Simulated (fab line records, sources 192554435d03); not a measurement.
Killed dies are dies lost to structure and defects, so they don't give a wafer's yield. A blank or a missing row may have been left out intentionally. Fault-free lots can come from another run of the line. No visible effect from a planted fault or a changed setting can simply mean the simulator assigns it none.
Matching of chambers    flow n5-finfet    N5_SDB_HM_DEP_00 on pecvd-01: 3 sister chambers
The step deposits SiNx from SiH4/NH3/N2, target thk 40 nm, time 35.3 s. 6 wafers are shown with their chamber, then 10 later ones without.

## WAFERS WITH THEIR CHAMBER
wafer   chamber  showerhead-plenum-p-Torr (Torr)  throttle-valve-pct (%)
L083.3  0        4.97                             40.5
L089.1  2        4.94                             37.8
L089.3  1        5.29                             42.1
L089.4  0        4.96                             40.9
L091.1  2        4.96                             37.9
L091.2  1        5.30                             41.8

## WAFERS WITHOUT THEIR CHAMBER
wafer   showerhead-plenum-p-Torr (Torr)  throttle-valve-pct (%)
L091.3  4.97                             40.7
L093.1  5.30                             42.1
L093.2  4.98                             40.8
L093.6  5.27                             41.8
L095.2  5.30                             41.9
L095.3  4.97                             40.7
L095.5  4.96                             41.0
L096.2  4.95                             37.8
L096.5  5.31                             41.9
L096.6  4.96                             40.8

## WHICH CHAMBER EACH WENT THROUGH
wafer   from the rows above  in truth
L091.3  0                    0
L093.1  1                    1
L093.2  0                    0
L093.6  1                    1
L095.2  1                    1
L095.3  0                    0
L095.5  0                    0
L096.2  2                    2
L096.5  1                    1
L096.6  0                    0
Correct placement for 10 of the 10. Can't be placed from these rows: 0. 0 placed wrongly.
How it was worked out, from the rows above alone: a wafer's distance from a chamber is the root of the sum, over the readings, of the square of ((its reading less the chamber's mean) divided by the reading's scatter). If the next closest chamber is less than 2 further off than the closest, the wafer can't be placed; otherwise it belongs to the closest. For every chamber, the mean is computed from those of its wafers that are shown. The scatter: the root of (the sum of the squares of (reading less its chamber's mean) over the shown wafers, divided by (wafers less chambers)).
